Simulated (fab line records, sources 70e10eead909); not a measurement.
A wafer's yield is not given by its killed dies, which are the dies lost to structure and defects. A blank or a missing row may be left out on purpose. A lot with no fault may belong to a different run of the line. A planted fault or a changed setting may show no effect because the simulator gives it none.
Chamber matching | flow nand-harc | NHARC_A_STAIRCASE_CMP_152 on cmp-03 has 4 sister chambers
The step polishes. 27 wafers are shown with their chamber, then 12 later ones without.

## WAFERS, EACH WITH ITS CHAMBER
wafer  | chamber | motor-current-A (A) | retaining-ring-pressure-frac
L074.4 | 3       | 11.5                | 0.996
L074.5 | 1       | 11.2                | 1.006
L074.6 | 0       | 15.6                | 0.990
L080.2 | 2       | 12.4                | 1.001
L080.3 | 1       | 10.6                | 1.000
L080.6 | 1       | 11.4                | 1.004
L078.2 | 2       | 12.4                | 0.995
L078.3 | 3       | 11.7                | 1.004
L078.4 | 1       | 10.6                | 1.012
L081.2 | 3       | 12.2                | 0.984
L081.3 | 2       | 12.5                | 1.007
L081.4 | 0       | 15.3                | 1.000
L082.1 | 2       | 12.8                | 1.001
L082.5 | 1       | 11.3                | 0.998
L082.6 | 2       | 12.3                | 0.993
L087.1 | 1       | 11.4                | 1.004
L087.4 | 0       | 15.0                | 0.985
L087.5 | 3       | 11.1                | 1.002
L086.1 | 3       | 12.0                | 1.008
L086.2 | 2       | 12.7                | 1.004
L086.4 | 0       | 14.3                | 0.999
L085.1 | 3       | 12.4                | 1.005
L085.4 | 2       | 12.7                | 1.005
L085.6 | 2       | 12.1                | 1.004
L088.2 | 2       | 13.5                | 1.013
L088.4 | 3       | 11.7                | 1.004
L088.5 | 3       | 11.8                | 0.999

SIGNATURES, as means of the wafers listed above
reading                      | chamber 0 | chamber 1 | chamber 2 | chamber 3 | scatter within a chamber
motor-current-A              | 15.050    | 11.083    | 12.600    | 11.800    | 0.423
retaining-ring-pressure-frac | 0.99350   | 1.00400   | 1.00256   | 1.00025   | 0.00648
Rule: for each reading, subtract the chamber's mean from the wafer's reading, divide by that reading's scatter and square the result; add these up over the readings and take the root, which gives the wafer's distance from the chamber. If the next closest chamber is less than 2 further off than the closest, the wafer can't be placed; otherwise it belongs to the closest. The scatter: take each reading less its chamber's mean, square it, sum over the shown wafers, divide by the number of wafers less the number of chambers, and take the root.

## WAFERS WHOSE CHAMBER IS MISSING
wafer  | motor-current-A (A) | retaining-ring-pressure-frac
L089.1 | 11.2                | 1.006
L089.4 | 12.3                | 0.995
L089.5 | 12.1                | 1.001
L091.4 | 11.7                | 1.007
L091.5 | 10.7                | 1.001
L091.6 | 12.6                | 0.998
L094.2 | 12.1                | 1.001
L094.3 | 11.0                | 0.997
L094.4 | 14.7                | 1.000
L096.2 | 15.3                | 0.993
L096.5 | 12.5                | 0.998
L096.6 | 10.5                | 1.001

## THE CHAMBER EACH PASSED THROUGH
wafer  | from the rows above          | in truth
L089.1 | can't be placed: 1 or 3      | 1
L089.4 | can't be placed: 2 or 3 or 1 | 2
L089.5 | can't be placed: 3 or 2 or 1 | 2
L091.4 | can't be placed: 3 or 1 or 2 | 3
L091.5 | can't be placed: 1 or 3      | 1
L091.6 | can't be placed: 2 or 3      | 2
L094.2 | can't be placed: 3 or 2 or 1 | 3
L094.3 | can't be placed: 1 or 3      | 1
L094.4 | 0                            | 0
L096.2 | 0                            | 0
L096.5 | can't be placed: 2 or 3      | 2
L096.6 | can't be placed: 1 or 3      | 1
Placed correctly: 2 of 12. These rows do not allow placing 10 (true chamber among the candidates in 10). Wrongly placed: 0.
